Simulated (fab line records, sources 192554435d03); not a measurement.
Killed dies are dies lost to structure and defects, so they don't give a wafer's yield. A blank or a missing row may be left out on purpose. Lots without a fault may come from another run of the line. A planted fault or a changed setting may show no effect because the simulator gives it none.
Chamber matching | flow n5_finfet | N5_BEOL_M4_DEP_57 on pecvd-04: 3 sister chambers
The step deposits SiCN from 3MS/NH3, target thk 8 nm, time 14 s. 3 wafers are shown with their chamber, then 12 later ones without.

WAFERS WITH THEIR CHAMBER
wafer  | chamber | throttle_valve_pct (%)
L086.1 | 2       | 8.5
L086.5 | 0       | 8.8
L086.6 | 1       | 8.0

WAFERS WITHOUT THEIR CHAMBER
wafer  | throttle_valve_pct (%)
L093.1 | 8.8
L093.5 | 8.7
L093.6 | 8.3
L095.2 | 8.8
L095.4 | 8.5
L095.5 | 9.0
L096.1 | 8.5
L096.3 | 8.7
L096.6 | 8.4
L097.3 | 8.3
L097.4 | 8.3
L097.6 | 8.9

WHICH CHAMBER EACH WENT THROUGH
wafer  | from the rows above     | in truth
L093.1 | 0                       | 0
L093.5 | can't be placed: 0 or 2 | 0
L093.6 | can't be placed: 2 or 1 | 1
L095.2 | 0                       | 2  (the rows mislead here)
L095.4 | 2                       | 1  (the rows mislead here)
L095.5 | 0                       | 0
L096.1 | 2                       | 2
L096.3 | can't be placed: 0 or 2 | 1
L096.6 | 2                       | 2
L097.3 | can't be placed: 2 or 1 | 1
L097.4 | can't be placed: 2 or 1 | 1
L097.6 | 0                       | 0
Placed correctly: 5 of 12. Can't be placed from these rows: 5 (the true chamber is among the candidates in 4). Placed wrongly: 2.
How it was worked out, from the rows above alone: a wafer's distance from a chamber is the root of the sum, over the readings, of the square of ((its reading less the chamber's mean) divided by the reading's scatter). The wafer belongs to the nearest chamber; if the next one is less than 2 further off, it can't be placed. A chamber's mean is the mean of its shown wafers. The scatter: with one shown wafer a chamber, the root of the mean of the squares of how far each hidden wafer lies from its nearest shown one.
